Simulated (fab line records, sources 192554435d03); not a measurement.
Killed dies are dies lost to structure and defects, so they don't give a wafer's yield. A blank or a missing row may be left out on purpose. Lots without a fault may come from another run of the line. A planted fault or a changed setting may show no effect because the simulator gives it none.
Which tool did it? | flow n5_finfet | 22 lots, 66 wafers sampled, at 5 steps of a route of 1938

WHAT THE GAUGES READ, wafer by wafer
N5_BEOL_M7_THK_MEAS_01. Usual: M7_ILD_THK 155.9 nm, standard deviation 2.
lot  | measured     | on            | M7_ILD_THK (nm)   | flag
L075 | day 11 23:43 | film_metro-02 | 156.7 158.9 158.1 |
L076 | day 12 03:54 | film_metro-02 | 153.9 157.4 155.7 |
L077 | day 12 11:02 | film_metro-01 | 155.3 156.5 159.1 |
L078 | day 12 17:58 | film_metro-01 | 152.2 155.3 157.8 |
L080 | day 13 00:43 | film_metro-02 | 154.9 157.7 157.2 |
L081 | day 13 06:40 | film_metro-02 | 152.1 153.1 155.0 |
L083 | day 13 11:38 | film_metro-02 | 154.6 159.6 157.8 |
L082 | day 13 11:26 | film_metro-01 | 154.4 157.6 157.4 |
L085 | day 14 02:28 | film_metro-02 | 153.4 154.3 154.8 |
L092 | day 14 04:07 | film_metro-02 | 156.7 154.0 157.4 |
L086 | day 14 06:28 | film_metro-01 | 154.9 152.8 157.4 |
L088 | day 14 20:59 | film_metro-01 | 154.7 153.8 153.9 |
L089 | day 15 03:04 | film_metro-02 | 154.9 156.4 155.7 |
L087 | day 15 02:06 | film_metro-02 | 158.7 159.8 159.1 |
L090 | day 15 05:25 | film_metro-01 | 155.2 156.6 158.5 |
L091 | day 15 09:54 | film_metro-01 | 154.0 154.5 157.6 |
L093 | day 15 11:50 | film_metro-01 | 153.4 156.4 155.6 |
L079 | day 16 13:05 | film_metro-01 | 153.6 154.4 155.6 |
L097 | day 16 13:34 | film_metro-02 | 156.1 157.7 158.9 |
L096 | day 16 18:43 | film_metro-01 | 153.4 156.2 154.6 |
L094 | day 17 08:35 | film_metro-01 | 155.0 156.8 159.2 |
L095 | day 17 13:53 | film_metro-01 | 151.7 156.8 157.1 |

WHICH TOOL RAN EACH LOT (tool, then ch and the chambers of the sampled wafers, then the start)
lot  | N5_BEOL_M6_ETCH_61                 | N5_BEOL_M6_STRIP_19                | N5_BEOL_M6_VIA_ETCH_34             | N5_BEOL_M6_PRE_CLEAN_45
L075 | rie_diel-02 ch 1,2, day 11 18:16   | rie_diel-04 ch 2,3, day 11 18:37   | rie_diel-04 ch 1,2, day 11 19:19   | pvd_sputter-03, day 11 20:26
L076 | rie_diel-05 ch 0,1,2, day 11 23:29 | rie_diel-05 ch 0,2,3, day 11 23:50 | rie_diel-05 ch 1,3, day 12 00:43   | pvd_sputter-03, day 12 01:38
L077 | rie_diel-05 ch 1,2, day 12 05:06   | rie_diel-02 ch 0,1,2, day 12 05:28 | rie_diel-05 ch 0,1,3, day 12 06:44 | pvd_sputter-02, day 12 07:45
L078 | rie_diel-04 ch 0,1,2, day 12 11:11 | rie_diel-04 ch 1,2, day 12 11:38   | rie_diel-04 ch 0,1,2, day 12 14:23 | pvd_sputter-01, day 12 15:27
L080 | rie_diel-05 ch 0,1,2, day 12 17:40 | rie_diel-05 ch 0,2,3, day 12 18:23 | rie_diel-04 ch 0,2, day 12 19:15   | pvd_sputter-02, day 12 22:32
L081 | rie_diel-04 ch 1,2,3, day 12 23:25 | rie_diel-04 ch 0,2,3, day 12 23:46 | rie_diel-02 ch 0,1,3, day 13 02:59 | pvd_sputter-03, day 13 04:13
L083 | rie_diel-02 ch 2,3, day 13 03:35   | rie_diel-05 ch 0,1,2, day 13 04:01 | rie_diel-05 ch 1,2, day 13 07:41   | pvd_sputter-03, day 13 08:40
L082 | rie_diel-02 ch 1,2, day 13 04:13   | rie_diel-05 ch 0,1, day 13 04:41   | rie_diel-02 ch 0,2,3, day 13 07:38 | pvd_sputter-01, day 13 08:37
L085 | rie_diel-04 ch 2,3, day 13 18:02   | rie_diel-04 ch 0,2,3, day 13 18:24 | rie_diel-02 ch 0,1, day 13 21:06   | pvd_sputter-03, day 13 21:55
L092 | rie_diel-02 ch 0,1,2, day 13 21:34 | rie_diel-05 ch 0,2,3, day 13 21:59 | rie_diel-05 ch 1,2,3, day 14 00:08 | pvd_sputter-02, day 14 01:37
L086 | rie_diel-05 ch 2,3, day 13 21:46   | rie_diel-02 ch 0,2, day 13 22:19   | rie_diel-02 ch 0,1,2, day 14 00:28 | pvd_sputter-01, day 14 02:13
L088 | rie_diel-04 ch 0,3, day 14 15:54   | rie_diel-05 ch 0,3, day 14 16:16   | rie_diel-02 ch 0,2,3, day 14 17:29 | pvd_sputter-02, day 14 18:29
L089 | rie_diel-02 ch 0,3, day 14 19:02   | rie_diel-04 ch 0,1, day 14 19:26   | rie_diel-05 ch 0,1,3, day 14 22:47 | pvd_sputter-01, day 14 23:52
L087 | rie_diel-04 ch 1,2, day 14 21:11   | rie_diel-05 ch 0,1,3, day 14 21:39 | rie_diel-02 ch 0,1,2, day 14 22:28 | pvd_sputter-01, day 14 23:37
L090 | rie_diel-05 ch 0,1,3, day 14 23:02 | rie_diel-05 ch 0,1,3, day 14 23:23 | rie_diel-02 ch 0,2, day 15 00:04   | pvd_sputter-01, day 15 00:56
L091 | rie_diel-04 ch 0,1,2, day 15 04:52 | rie_diel-05 ch 1,3, day 15 05:13   | rie_diel-04 ch 1,2,3, day 15 06:07 | pvd_sputter-03, day 15 07:32
L093 | rie_diel-05 ch 0,1,3, day 15 05:56 | rie_diel-04 ch 1,2,3, day 15 06:20 | rie_diel-05 ch 0,1,3, day 15 07:01 | pvd_sputter-03, day 15 07:50
L079 | rie_diel-04 ch 0,1,3, day 16 04:25 | rie_diel-02 ch 1,3, day 16 04:46   | rie_diel-05 ch 1,3, day 16 09:33   | pvd_sputter-03, day 16 10:30
L097 | rie_diel-05 ch 0,1,3, day 16 04:34 | rie_diel-04 ch 0,1,3, day 16 04:56 | rie_diel-04 ch 1,3, day 16 09:53   | pvd_sputter-02, day 16 10:51
L096 | rie_diel-04 ch 0,3, day 16 12:02   | rie_diel-04 ch 0,1,3, day 16 12:23 | rie_diel-04 ch 0,3, day 16 13:43   | pvd_sputter-02, day 16 15:32
L094 | rie_diel-04 ch 0,2,3, day 17 01:02 | rie_diel-02 ch 0,1,3, day 17 01:32 | rie_diel-05 ch 0,1,3, day 17 04:25 | pvd_sputter-02, day 17 05:21
L095 | rie_diel-04 ch 0,1,2, day 17 05:16 | rie_diel-02 ch 0,3, day 17 05:37   | rie_diel-05 ch 1,3, day 17 07:40   | pvd_sputter-03, day 17 08:34
- N5_BEOL_M6_ETCH_61: etches SiARC in CF4, target depth 45.5 nm, time 75.8 s.
- N5_BEOL_M6_STRIP_19: strips in O2.
- N5_BEOL_M6_VIA_ETCH_34: etches SiCOH lowk in C4F6/O2, target depth 126.3 nm, time 50.9 s.
- N5_BEOL_M6_PRE_CLEAN_45: time 30 s.

WHAT THE TOOLS THEMSELVES READ (means of the sampled wafers that have a number; where no wafer has one, the mark that the record gives instead)
N5_BEOL_M6_ETCH_61. Usual: drypump_motor_current_A 5.8 A, standard deviation 0.42; etch_rf_on_time_s 75.4 s, standard deviation 1; oes_product_au 0.68 a.u., standard deviation 0.087; rf_vpp_V 184.1 V, standard deviation 0.99; showerhead_plenum_p_Torr 2.14 Torr, standard deviation 0.041; throttle_valve_pct 15.53 %, standard deviation 0.23.
lot  | tool        | drypump_motor_current_A (A) | etch_rf_on_time_s (s) | oes_product_au (a.u.) | rf_vpp_V (V) | showerhead_plenum_p_Torr (Torr) | throttle_valve_pct (%) | flag
L075 | rie_diel-02 | 5.2                         | 76.0                  | 0.61                  | 184.0        | 2.13                            | 15.88                  |
L076 | rie_diel-05 | 6.0                         | 74.9                  | 0.64                  | 183.7        | 2.12                            | 15.54                  |
L077 | rie_diel-05 | 6.1                         | 75.3                  | 0.67                  | 183.9        | 2.10                            | 15.43                  |
L078 | rie_diel-04 | 5.9                         | 75.6                  | 0.67                  | 183.9        | 2.14                            | 15.51                  |
L080 | rie_diel-05 | 6.1                         | 75.4                  | 0.64                  | 183.5        | 2.11                            | 15.55                  |
L081 | rie_diel-04 | 5.6                         | 75.1                  | 0.69                  | 184.6        | 2.17                            | 15.59                  |
L083 | rie_diel-02 | 5.2                         | 75.6                  | 0.67                  | 184.4        | 2.14                            | 15.75                  |
L082 | rie_diel-02 | 5.4                         | 74.6                  | 0.60                  | 183.5        | 2.12                            | 15.86                  |
L085 | rie_diel-04 | 5.6                         | 74.5                  | 0.75                  | 184.8        | 2.17                            | 15.52                  |
L092 | rie_diel-02 | 5.6                         | 76.2                  | 0.62                  | 183.8        | 2.13                            | 15.79                  |
L086 | rie_diel-05 | 5.6                         | 75.5                  | 0.60                  | 184.5        | 2.14                            | 15.62                  |
L088 | rie_diel-04 | 5.8                         | 75.1                  | 0.78                  | 183.8        | 2.13                            | 15.27                  |
L089 | rie_diel-02 | 5.9                         | 75.8                  | 0.73                  | 184.7        | 2.17                            | 15.46                  |
L087 | rie_diel-04 | 5.9                         | 75.5                  | 0.67                  | 183.8        | 2.14                            | 15.56                  |
L090 | rie_diel-05 | 6.0                         | 75.7                  | 0.63                  | 183.2        | 2.14                            | 15.62                  |
L091 | rie_diel-04 | 5.8                         | 75.3                  | 0.72                  | 184.2        | 2.13                            | 15.39                  |
L093 | rie_diel-05 | 6.0                         | 75.7                  | 0.62                  | 183.9        | 2.14                            | 15.62                  |
L079 | rie_diel-04 | 5.5                         | 74.9                  | 0.77                  | 184.6        | 2.16                            | 15.30                  |
L097 | rie_diel-05 | 6.0                         | 76.9                  | 0.61                  | 184.1        | 2.14                            | 15.65                  |
L096 | rie_diel-04 | 5.8                         | 74.6                  | 0.75                  | 183.8        | 2.12                            | 15.30                  |
L094 | rie_diel-04 | 5.8                         | 74.7                  | 0.77                  | 184.0        | 2.13                            | 15.32                  |
L095 | rie_diel-04 | 5.8                         | 73.5                  | 0.78                  | 184.6        | 2.12                            | 15.25                  |

N5_BEOL_M6_STRIP_19. Usual: drypump_motor_current_A 5.8 A, standard deviation 0.42; oes_product_au 0.78 a.u., standard deviation 0.097; rf_vpp_V 3.7 V, standard deviation 0.57; showerhead_plenum_p_Torr 2.10 Torr, standard deviation 0.04; throttle_valve_pct 16.61 %, standard deviation 0.22.
lot  | tool        | drypump_motor_current_A (A) | oes_product_au (a.u.) | rf_vpp_V (V) | showerhead_plenum_p_Torr (Torr) | throttle_valve_pct (%) | flag
L075 | rie_diel-04 | 5.9                         | 0.70                  | 3.5          | 2.10                            | 16.80                  |
L076 | rie_diel-05 | 5.8                         | 0.72                  | 4.3          | 2.11                            | 16.67                  |
L077 | rie_diel-02 | 5.6                         | 0.74                  | 3.8          | 2.09                            | 16.82                  |
L078 | rie_diel-04 | 5.6                         | 0.69                  | 4.3          | 2.12                            | 16.72                  |
L080 | rie_diel-05 | 5.8                         | 0.71                  | 3.2          | 2.11                            | 16.69                  |
L081 | rie_diel-04 | 5.8                         | 0.88                  | 3.7          | 2.09                            | 16.48                  |
L083 | rie_diel-05 | 6.0                         | 0.75                  | 2.9          | 2.07                            | 16.60                  |
L082 | rie_diel-05 | 6.2                         | 0.78                  | 3.7          | 2.06                            | 16.54                  |
L085 | rie_diel-04 | 5.8                         | 0.86                  | 3.2          | 2.09                            | 16.49                  |
L092 | rie_diel-05 | 5.8                         | 0.70                  | 3.7          | 2.11                            | 16.71                  |
L086 | rie_diel-02 | 5.3                         | 0.73                  | 3.3          | 2.09                            | 16.91                  |
L088 | rie_diel-05 | 5.7                         | 0.71                  | 4.3          | 2.14                            | 16.75                  |
L089 | rie_diel-04 | 5.5                         | 0.93                  | 3.2          | 2.11                            | 16.25                  |
L087 | rie_diel-05 | 6.0                         | 0.73                  | 4.1          | 2.09                            | 16.65                  |
L090 | rie_diel-05 | 6.0                         | 0.74                  | 4.1          | 2.09                            | 16.66                  |
L091 | rie_diel-05 | 5.8                         | 0.73                  | 3.4          | 2.11                            | 16.62                  |
L093 | rie_diel-04 | 5.6                         | 0.84                  | 4.0          | 2.12                            | 16.50                  |
L079 | rie_diel-02 | 5.7                         | 0.75                  | 3.9          | 2.08                            | 16.73                  |
L097 | rie_diel-04 | 5.6                         | 0.90                  | 3.0          | 2.10                            | 16.33                  |
L096 | rie_diel-04 | 5.5                         | 0.88                  | 4.1          | 2.10                            | 16.35                  |
L094 | rie_diel-02 | 5.9                         | 0.77                  | 4.1          | 2.09                            | 16.69                  |
L095 | rie_diel-02 | 6.1                         | 0.79                  | 3.2          | 2.11                            | 16.65                  |

N5_BEOL_M6_VIA_ETCH_34. Usual: drypump_motor_current_A 5.8 A, standard deviation 0.43; oes_o_777_au 0.76 a.u., standard deviation 0.087; oes_product_au 0.76 a.u., standard deviation 0.094; rf_vpp_V 667 V, standard deviation 5; showerhead_plenum_p_Torr 2.85 Torr, standard deviation 0.056; throttle_valve_pct 20.85 %, standard deviation 0.21.
lot  | tool        | drypump_motor_current_A (A) | oes_o_777_au (a.u.) | oes_product_au (a.u.) | rf_vpp_V (V) | showerhead_plenum_p_Torr (Torr) | throttle_valve_pct (%) | flag
L075 | rie_diel-04 | 5.6                         | 0.69                | 0.69                  | 671          | 2.88                            | 20.90                  |
L076 | rie_diel-05 | 5.8                         | 0.75                | 0.75                  | 668          | 2.88                            | 20.79                  |
L077 | rie_diel-05 | 6.0                         | 0.76                | 0.75                  | 666          | 2.85                            | 20.82                  |
L078 | rie_diel-04 | 5.8                         | 0.78                | 0.77                  | 669          | 2.84                            | 20.75                  |
L080 | rie_diel-04 | 6.1                         | 0.86                | 0.86                  | 666          | 2.80                            | 20.60                  |
L081 | rie_diel-02 | 5.9                         | 0.80                | 0.82                  | 671          | 2.86                            | 20.88                  |
L083 | rie_diel-05 | 5.9                         | 0.74                | 0.73                  | 666          | 2.80                            | 20.75                  |
L082 | rie_diel-02 | 5.6                         | 0.80                | 0.82                  | 671          | 2.86                            | 20.91                  |
L085 | rie_diel-02 | 6.0                         | 0.75                | 0.76                  | 673          | 2.85                            | 20.94                  |
L092 | rie_diel-05 | 5.8                         | 0.74                | 0.73                  | 666          | 2.83                            | 20.77                  |
L086 | rie_diel-02 | 5.6                         | 0.73                | 0.72                  | 673          | 2.83                            | 21.07                  |
L088 | rie_diel-02 | 5.6                         | 0.78                | 0.80                  | 671          | 2.86                            | 20.93                  |
L089 | rie_diel-05 | 6.0                         | 0.74                | 0.73                  | 666          | 2.84                            | 20.85                  |
L087 | rie_diel-02 | 5.6                         | 0.72                | 0.72                  | 672          | 2.83                            | 21.07                  |
L090 | rie_diel-02 | 5.3                         | 0.72                | 0.72                  | 672          | 2.83                            | 21.11                  |
L091 | rie_diel-04 | 5.7                         | 0.85                | 0.84                  | 664          | 2.87                            | 20.76                  |
L093 | rie_diel-05 | 6.0                         | 0.73                | 0.74                  | 666          | 2.84                            | 20.86                  |
L079 | rie_diel-05 | 5.8                         | 0.72                | 0.72                  | 667          | 2.86                            | 20.83                  |
L097 | rie_diel-04 | 5.3                         | 0.89                | 0.90                  | 666          | 2.91                            | 20.64                  |
L096 | rie_diel-04 | 5.8                         | 0.87                | 0.87                  | 661          | 2.82                            | 20.63                  |
L094 | rie_diel-05 | 6.0                         | 0.72                | 0.71                  | 665          | 2.83                            | 20.89                  |
L095 | rie_diel-05 | 6.0                         | 0.74                | 0.74                  | 667          | 2.81                            | 20.76                  |

N5_BEOL_M6_PRE_CLEAN_45. Usual: heater_power_w 334 W, standard deviation 30.
lot  | tool           | heater_power_w (W) | flag
L075 | pvd_sputter-03 | 339                |
L076 | pvd_sputter-03 | 340                |
L077 | pvd_sputter-02 | 331                |
L078 | pvd_sputter-01 | 334                |
L080 | pvd_sputter-02 | 320                |
L081 | pvd_sputter-03 | 338                |
L083 | pvd_sputter-03 | 323                |
L082 | pvd_sputter-01 | 360                |
L085 | pvd_sputter-03 | 317                |
L092 | pvd_sputter-02 | 340                |
L086 | pvd_sputter-01 | 352                |
L088 | pvd_sputter-02 | 329                |
L089 | pvd_sputter-01 | 343                |
L087 | pvd_sputter-01 | 317                |
L090 | pvd_sputter-01 | 375                |
L091 | pvd_sputter-03 | 337                |
L093 | pvd_sputter-03 | 335                |
L079 | pvd_sputter-03 | 364                |
L097 | pvd_sputter-02 | 336                |
L096 | pvd_sputter-02 | 332                |
L094 | pvd_sputter-02 | 338                |
L095 | pvd_sputter-03 | 353                |

THE ANSWER, worked out from the rows above alone
Rule: a lot is off if the mean of its wafers that have a number lies more than 3 standard deviations from the usual mean. A lot without any number at a reading at which 4 lots or more have one is off too. The other lots that the step has rows for count as sound. The gauges are gone through in route order, then the tools' own readings, and for those a lot's mean is taken as printed above. The first step at which some lot is off is used, and at that step the reading that is off furthest; a lot without a number counts as furthest.
No lot is off at any reading shown: from this, nothing can be told.

WHAT THE SIMULATOR HAD PUT IN
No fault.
